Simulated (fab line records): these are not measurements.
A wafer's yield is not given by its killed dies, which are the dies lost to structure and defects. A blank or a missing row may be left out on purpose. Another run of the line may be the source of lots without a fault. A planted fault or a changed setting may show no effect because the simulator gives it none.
Which tool is to blame? -- flow n5-finfet -- 12 lots, 33 wafers sampled, at 5 steps of a route of 1938

== WHAT THE GAUGES SHOWED, per wafer ==
N5_HKMG_FIN_CD_MEAS_12 targets a cd of 92.8 nm. Usual: cd-nm at 93.0 nm, with a standard deviation of 0.7.
lot,measured,on,cd-nm (nm),flag
L537,day 4 08:04,cd-sem-03,91.9 92.5 92.7,
L538,day 4 14:40,cd-sem-03,92.9 91.9 92.6,
L540,day 5 01:46,cd-sem-02,92.9 94.7 93.3,
L542,day 5 14:29,cd-sem-01,104.1 104.6 103.8,OFF
L543,day 6 02:16,cd-sem-03,101.3 101.7 102.3,OFF
L551,day 7 20:50,cd-sem-02,93.1 93.7 93.6,
L552,day 8 02:47,cd-sem-02,92.4 93.3,
L553,day 8 06:59,cd-sem-02,93.3 93.6 93.3,
L555,day 8 23:45,cd-sem-01,92.7 91.8,
L557,day 9 14:50,cd-sem-03,93.4 92.9 93.1,
L559,day 9 23:14,cd-sem-01,94.6 93.3 93.4,
L558,day 9 23:59,cd-sem-03,92.1 91.6,

== EACH LOT AND THE TOOL THAT RAN IT (in order: tool; ch and the chambers of the sampled wafers; start) ==
lot,N5_HKMG_FIN_ETCH_54,N5_HKMG_FIN_ALD_79,N5_HKMG_FIN_PWFM_ALD_03,N5_HKMG_FIN_EXPOSE_09
L537,"rie-diel-01 ch 1,2,3, day 4 04:48","ald-metal-01 ch 0,1,3, day 4 06:08","ald-metal-03 ch 1,2, day 4 07:13","arfi-scanner-02 ch 0, day 4 07:56"
L538,"rie-diel-05 ch 1,2,3, day 4 11:28","ald-metal-04 ch 1,2,3, day 4 12:48","ald-metal-01 ch 0,1,3, day 4 13:58","arfi-scanner-02 ch 0, day 4 14:33"
L540,"rie-diel-05 ch 0,1,3, day 4 22:30","ald-metal-01 ch 1,3, day 4 23:50","ald-metal-01 ch 1,2,3, day 5 00:56","arfi-scanner-01 ch 0, day 5 01:38"
L542,"rie-diel-06 ch 0,1, day 5 11:20","ald-metal-03 ch 0,1, day 5 12:40","ald-metal-04 ch 1,3, day 5 13:46","arfi-scanner-02 ch 0, day 5 14:22"
L543,"rie-diel-01 ch 2,3, day 5 23:02","ald-metal-01 ch 1,2,3, day 6 00:24","ald-metal-04 ch 0,3, day 6 01:33","arfi-scanner-02 ch 0, day 6 02:08"
L551,"rie-diel-06 ch 1,2,3, day 7 17:43","ald-metal-03 ch 1,2,3, day 7 19:02","ald-metal-03 ch 0,1,2, day 7 20:07","arfi-scanner-01 ch 0, day 7 20:43"
L552,"rie-diel-06 ch 1,2, day 7 23:37","ald-metal-03 ch 0,2, day 8 00:56","ald-metal-04 ch 1,3, day 8 02:04","arfi-scanner-01 ch 0, day 8 02:40"
L553,"rie-diel-01 ch 0,1,2, day 8 03:43","ald-metal-04 ch 0,2,3, day 8 05:03","ald-metal-01 ch 2,3, day 8 06:16","arfi-scanner-01 ch 0, day 8 06:52"
L555,"rie-diel-01 ch 1,3, day 8 20:12","ald-metal-03 ch 0,2, day 8 21:36","ald-metal-01 ch 2,3, day 8 22:53","arfi-scanner-01 ch 0, day 8 23:38"
L557,"rie-diel-06 ch 0,1,2, day 9 11:43","ald-metal-04 ch 0,1,3, day 9 13:03","ald-metal-04 ch 0,2, day 9 14:08","arfi-scanner-01 ch 0, day 9 14:43"
L559,"rie-diel-06 ch 2,3, day 9 20:05","ald-metal-03 ch 2,3, day 9 21:26","ald-metal-03 ch 0,1, day 9 22:32","arfi-scanner-01 ch 0, day 9 23:07"
L558,"rie-diel-01 ch 1,2, day 9 20:48","ald-metal-01 ch 2,3, day 9 22:08","ald-metal-01 ch 2, day 9 23:16","arfi-scanner-01 ch 0, day 9 23:53"
- N5_HKMG_FIN_ETCH_54: etches SiARC in CF4, target depth 45.5 nm, time 75.8 s.
- N5_HKMG_FIN_ALD_79: deposits TiN, target thk 1.5 nm, pulse time 1 s, purge time 3 s.
- N5_HKMG_FIN_PWFM_ALD_03: deposits TiN, target thk 2 nm, pulse time 1 s, purge time 3 s.
- N5_HKMG_FIN_EXPOSE_09: exposes mask NWFM.

== WHAT THE TOOLS THEMSELVES READ (means of the sampled wafers that have a number; where no wafer has one, the mark that the record gives instead) ==
N5_HKMG_FIN_ETCH_54. Usual: drypump-motor-current-A 5.6 A, standard deviation 0.43; etch-rf-on-time-s 74.9 s, standard deviation 1.5; oes-product-au 0.70 a.u., standard deviation 0.087; rf-vpp-V 184.5 V, standard deviation 1.1; showerhead-plenum-p-Torr 2.17 Torr, standard deviation 0.055; throttle-valve-pct 15.57 %, standard deviation 0.23.
lot,tool,drypump-motor-current-A (A),etch-rf-on-time-s (s),oes-product-au (a.u.),rf-vpp-V (V),showerhead-plenum-p-Torr (Torr),throttle-valve-pct (%),flag
L537,rie-diel-01,5.5,74.6,0.65,184.4,2.19,15.65,
L538,rie-diel-05,6.0,74.8,0.76,184.3,2.13,15.61,
L540,rie-diel-05,6.0,74.7,0.72,185.6,2.15,15.47,
L542,rie-diel-06,5.6,76.6,0.63,183.3,2.12,15.73,
L543,rie-diel-01,5.4,75.1,0.69,184.7,2.20,15.61,
L551,rie-diel-06,5.5,75.9,0.65,184.4,2.17,15.65,
L552,rie-diel-06,5.8,77.0,0.67,184.8,2.15,15.53,
L553,rie-diel-01,5.5,72.9,0.76,184.3,2.17,15.43,
L555,rie-diel-01,5.8,75.6,0.65,183.7,2.19,15.76,
L557,rie-diel-06,5.5,76.8,0.64,184.4,2.14,15.64,
L559,rie-diel-06,5.2,74.8,0.75,186.1,2.23,15.41,
L558,rie-diel-01,5.5,73.3,0.74,185.0,2.17,15.46,

N5_HKMG_FIN_ALD_79. Usual: chamber-pressure-Torr 3.000 Torr, standard deviation 0.0068; heater-power-w 871 W, standard deviation 76; precursor-pulse-height-rel 0.999, standard deviation 0.021; susceptor-temp-C 400.00 C, standard deviation 0.23.
lot,tool,chamber-pressure-Torr (Torr),heater-power-w (W),precursor-pulse-height-rel,susceptor-temp-C (C),flag
L537,ald-metal-01,2.996,836,1.021,399.87,
L538,ald-metal-04,2.997,920,1.000,399.96,
L540,ald-metal-01,3.002,874,1.015,399.82,
L542,ald-metal-03,3.012,895,0.997,399.69,
L543,ald-metal-01,2.995,850,1.004,400.06,
L551,ald-metal-03,3.005,947,1.006,399.93,
L552,ald-metal-03,3.010,808,1.007,400.13,
L553,ald-metal-04,3.005,906,0.999,399.91,
L555,ald-metal-03,3.005,825,0.998,400.01,
L557,ald-metal-04,2.993,905,1.002,400.07,
L559,ald-metal-03,3.005,972,1.001,400.10,
L558,ald-metal-01,3.003,826,1.007,400.25,

N5_HKMG_FIN_PWFM_ALD_03. Usual: chamber-pressure-Torr 3.000 Torr, standard deviation 0.0065; heater-power-w 890 W, standard deviation 84; precursor-pulse-height-rel 1.000, standard deviation 0.02; susceptor-temp-C 400.00 C, standard deviation 0.21.
lot,tool,chamber-pressure-Torr (Torr),heater-power-w (W),precursor-pulse-height-rel,susceptor-temp-C (C),flag
L537,ald-metal-03,2.997,855,0.998,399.93,
L538,ald-metal-01,2.997,841,1.013,400.09,
L540,ald-metal-01,3.003,849,1.014,399.99,
L542,ald-metal-04,2.997,886,1.006,400.02,
L543,ald-metal-04,2.998,903,1.013,399.76,
L551,ald-metal-03,3.003,849,1.000,400.09,
L552,ald-metal-04,3.000,904,1.023,399.98,
L553,ald-metal-01,2.996,838,0.985,399.89,
L555,ald-metal-01,2.996,802,0.989,400.07,
L557,ald-metal-04,2.997,949,1.014,400.07,
L559,ald-metal-03,3.005,876,0.997,399.94,
L558,ald-metal-01,3.006,794,0.994,400.18,

N5_HKMG_FIN_EXPOSE_09. Usual: exposure-dose-mJ-cm2 at 39.63, with a standard deviation of 0.29.
lot,tool,exposure-dose-mJ-cm2,flag
L537,arfi-scanner-02,39.23,
L538,arfi-scanner-02,39.22,
L540,arfi-scanner-01,39.87,
L542,arfi-scanner-02,47.14,OFF
L543,arfi-scanner-02,45.54,OFF
L551,arfi-scanner-01,39.86,
L552,arfi-scanner-01,39.80,
L553,arfi-scanner-01,39.83,
L555,arfi-scanner-01,39.84,
L557,arfi-scanner-01,39.83,
L559,arfi-scanner-01,39.87,
L558,arfi-scanner-01,39.80,

== THE ANSWER, worked out from the rows above alone ==
Rule: take the mean of a lot's wafers that have a number; if it is more than 3 standard deviations from the usual mean, the lot is off. Also off: a lot with no number at a reading for which 4 or more lots have one. Any other lot the step has rows for is counted as sound. The gauges are gone through in route order, then the tools' own readings, and for those a lot's mean is taken as printed above. At the first step where some lot is off, the reading lying furthest off is the one used; lots without a number count as furthest.
Off: L542, L543, at N5_HKMG_FIN_CD_MEAS_12 (cd-nm).
A tool fits if, at a process step before that reading, it ran every lot that is off, and no sound lot after the first of them. Not tried: the gauges at N5_HKMG_FIN_CD_MEAS_12; whatever is off there is also off at N5_HKMG_FIN_EXPOSE_09, on other tools, and gauge error can't account for it. One candidate fits, namely arfi-scanner-02 at N5_HKMG_FIN_EXPOSE_09. A fault onset in the window from L538 (day 4 14:33, its last sound lot) to L542 (day 5 14:22, its first lot off) fits.
The tool's own readings at N5_HKMG_FIN_EXPOSE_09 bear it out: on the lots that are off they differ by more than 5 times the standard deviation of the sound lots' means. exposure-dose-mJ-cm2 reads 46.34 there against 39.71 on the sound lots.

== WHAT THE SIMULATOR HAD PUT IN ==
Process parameters drifting: arfi-scanner-02 at N5_HKMG_FIN_EXPOSE_09, beginning at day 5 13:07. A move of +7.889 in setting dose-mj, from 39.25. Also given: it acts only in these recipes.
Shown lots that were struck: L542, L543. This agrees with what the rule above found.
